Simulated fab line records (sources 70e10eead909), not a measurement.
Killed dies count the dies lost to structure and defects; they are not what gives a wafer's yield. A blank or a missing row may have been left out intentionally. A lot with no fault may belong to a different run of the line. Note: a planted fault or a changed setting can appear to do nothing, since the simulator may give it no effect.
Chamber matching -- flow nand-harc -- NHARC_P_CONTACT_CMP_01 on cmp-04 has 4 sister chambers
The step polishes SiO2, target thk 200 nm. 8 wafers are shown with their chamber, then 8 later ones without.

WAFERS, EACH WITH ITS CHAMBER
wafer,chamber,motor-current-A (A)
L078.5,1,10.3
L080.1,2,10.6
L080.4,3,10.6
L080.5,0,13.8
L083.3,1,8.7
L083.5,3,10.8
L083.6,0,14.5
L086.3,2,11.1

WAFERS WITH NO CHAMBER GIVEN
wafer,motor-current-A (A)
L086.5,8.9
L086.6,10.7
L094.2,9.7
L094.3,13.4
L094.6,10.7
L096.1,11.1
L096.2,10.1
L096.3,14.3

WHICH CHAMBER EACH ONE RAN IN
wafer,from the rows above,in truth
L086.5,can't be placed: 1 or 3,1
L086.6,can't be placed: 3 or 2 or 1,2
L094.2,can't be placed: 1 or 3 or 2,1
L094.3,0,0
L094.6,can't be placed: 3 or 2 or 1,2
L096.1,can't be placed: 2 or 3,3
L096.2,can't be placed: 1 or 3 or 2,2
L096.3,0,0
Placed correctly: 2 of 8. Cannot be placed on the basis of these rows: 6; the candidates contain the true chamber in 6. Number placed wrongly: 0.
How it was worked out, from the rows above alone: a wafer's distance from a chamber is the root of the sum, over the readings, of the square of ((its reading less the chamber's mean) divided by the reading's scatter). If the next closest chamber is less than 2 further off than the closest, the wafer can't be placed; otherwise it belongs to the closest. A chamber's mean is the mean of its shown wafers. How the scatter is found: for the shown wafers, subtract from each reading the mean of its chamber, square and add these, divide the total by (wafers less chambers), then take the root.
